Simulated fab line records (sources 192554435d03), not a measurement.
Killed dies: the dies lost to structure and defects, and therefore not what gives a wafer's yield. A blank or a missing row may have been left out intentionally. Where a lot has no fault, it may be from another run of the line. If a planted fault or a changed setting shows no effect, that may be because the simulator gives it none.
Comparing a struck lot with a sound one | flow n5-finfet | 37 steps out of a route of 1938
Sound: the wafers L869.1, L869.2, L869.4. Wafers struck: L875.2, L875.3, L875.4. The cause comes at the end.
At each step with rows: each side's tool, then ch and its chambers, then its first start. Under that, the readings that differ: sound wafers | struck wafers | difference of the means | sigmas: that difference in standard deviations of wafers without a fault.
alike: same words and numbers on both sides, and readings whose means sit less than 2 such deviations apart. not compared: any withheld reading, any reading some wafer has no value for, any bound like >300 that may hide the same value, and any number with overlapping values for which the record gives no deviation.
A row with sigmas, a row that says differs or no value, or rows on one side alone: a step with any of these is where the two part. Numbers that don't overlap but have no deviation are shown without sigmas and don't part them. Lack of a reading on every wafer of one side parts them only where that side has two or more wafers.

first, 9 steps without rows for these wafers: N5_BEOL_M4_ANNEAL_95 (time 240 s); N5_BEOL_M4_SPUTTER_96 (material Cu, target thk 4.5 nm, time 8.29 s); N5_BEOL_M4_ECD_50 (material Cu, target thk 300 nm); N5_BEOL_M4_ANNEAL_51 (time 90 s); N5_BEOL_M4_CMP_52 (polishes, stops on SiOC, t overpolish 6.8 s, target thk 40 nm); N5_BEOL_M4_PRE_CLEAN_60 (time 15 s); N5_BEOL_M4_CO_CAP_55 (material Co, precursor CCTBA/H2, target thk 2 nm, time 102.1 s); N5_BEOL_M4_PRE_CLEAN_56 (time 15 s); N5_BEOL_M4_DEP_57 (deposits SiCN from 3MS/NH3, target thk 8 nm, time 14 s).
N5_BEOL_M4_RC_MEAS_101:
  sound on prober-01 ch 0, day 12 11:18; struck on prober-01 ch 0, day 13 20:37
  alike: DIBL_N, DIBL_P, IOFF_N, IOFF_P, ION_N, ION_P, SS_N, SS_P, VT_N, VT_P
then, 24 steps without rows for these wafers: N5_BEOL_M5_ILD_DEP_00 (deposits SiCOH lowk from DEMS/porogen, target thk 140.64 nm, time 25.9 s); N5_BEOL_M5_CURE_79 (cures SiCOH lowk, time 240 s); N5_BEOL_M5_PECVD_70 (deposits SiO2 from TEOS/O2, target thk 16 nm, time 18 s); N5_BEOL_M5_HM_DEP_02 (deposits TiN, target thk 20 nm); N5_BEOL_M5_COAT_59 (time 60 s, resist thk 60 nm); N5_BEOL_M5_COAT_60 (time 60 s, resist thk 12 nm); N5_BEOL_M5_COAT_71 (time 60 s, resist thk 5 nm); N5_BEOL_M5_COAT_05 (resist thk 30 nm); N5_BEOL_M5_EBR_07; N5_BEOL_M5_SOFTBAKE_06 (time 60 s); N5_BEOL_M5_EXPOSE_08 (exposes mask M5, target cd 28 nm); N5_BEOL_M5_PEB_09 (peb time 60 s); N5_BEOL_M5_DEVELOP_10 (develop time 30 s); N5_BEOL_M5_DESCUM_16 (chemistry O2, time 7 s); N5_BEOL_M5_ETCH_72 (etches underlayer in N2/H2, target depth 6.5 nm, time 5.2 s); N5_BEOL_M5_ETCH_61 (etches SiARC in CF4, target depth 15.6 nm, time 26 s); N5_BEOL_M5_ETCH_62 (etches SOC in N2/H2, target depth 75 nm, overetch 15 nm, time 112.5 s); N5_BEOL_M5_STRIP_63 (strips in N2/H2); N5_BEOL_M5_STRIP_73 (strips in N2/H2); N5_BEOL_M5_STRIP_64 (strips in CF4); N5_BEOL_M5_HM_OPEN_17 (chemistry Cl2/BCl3, target TiN, target depth 20 nm, overetch 6 nm); N5_BEOL_M5_STRIP_19 (strips in O2); N5_BEOL_M5_COAT_65 (time 60 s, resist thk 60 nm); N5_BEOL_M5_COAT_66 (time 60 s, resist thk 12 nm).
N5_BEOL_M10_STRIP_36: strips in N2/H2.
  sound on rie-diel-01 ch 0,2,3, day 15 00:24; struck on rie-diel-03 ch 0,1,3, day 15 18:51
  no value came back on the struck wafers for any of 8 readings (bias-power-w (W), chamber-pressure-mTorr (mTorr) and others); on the sound wafers bias-power-w (W) reads 7.007 7.007 7.022
  reading                                   | sound | struck         | difference | sigmas
  model.SOC_of_BEOL_M10_COAT_63.thk-nm (nm) | 0 0 0 | 91.8 92.2 92.2 | +92.1      |
  not compared: rf-hours-counter-h
N5_BEOL_M10_ETCH_41: etches SiCN in CH3F/O2, target depth 42.6 nm, time 86 s.
  sound on rie-diel-01 ch 0,2,3; struck on rie-diel-03 ch 0,1,3, day 15 18:56
  reading                                   | sound | struck       | difference | sigmas
  model.SOC_of_BEOL_M10_COAT_63.thk-nm (nm) | 0 0 0 | 64.2 65 65.8 | +65.0      |
  alike: drypump-motor-current-A, oes-product-au, rf-vpp-V, showerhead-plenum-p-Torr, throttle-valve-pct
  not compared: rf-hours-counter-h
-- here the record skips 3 days between the struck wafers' starts before and after, leaving off in module BEOL_M10 and picking up in module PASSIVATION (first step shown: number 1936 of the route) --
N5_PASSIVATION_PROBE_49:
  sound on prober-01, day 16 23:07; struck on prober-02, day 18 07:52
  reading                  | sound          | struck         | difference | sigmas
  defect-limited-yield (%) | 93.3 90.7 91.2 | 0 0 0          | -92        | -71
  killed_at_M4_up          | 9 9 13         | 1103 1081 1073 | +1075      | +99 or more
  killed-dies              | 79 110 104     | 1180 1180 1180 | +1082      | +72
  killed-on-rim            | 13 20 12       | 152 152 152    | +137       | +32
  sort_bin_5_function (%)  | 4.2 4.9 5.1    | 97.4 95.8 95.4 | +91.5      | +99 or more
  sort-n-pass              | 1101 1070 1076 | 0 0 0          | -1082      | -68
  sort-yield-pct (%)       | 93.3 90.7 91.2 | 0 0 0          | -92        | -66
  alike: killed_at_M0_to_M3, killed-at-contacts, killed-at-front-end, killed-at-other, killed-open, killed-short, sort_bin_6_memory

== WHERE THEY PART ==
Last at N5_PASSIVATION_PROBE_49 as far as this record goes, first at N5_BEOL_M10_STRIP_36.

WHY: the cause the simulator had injected
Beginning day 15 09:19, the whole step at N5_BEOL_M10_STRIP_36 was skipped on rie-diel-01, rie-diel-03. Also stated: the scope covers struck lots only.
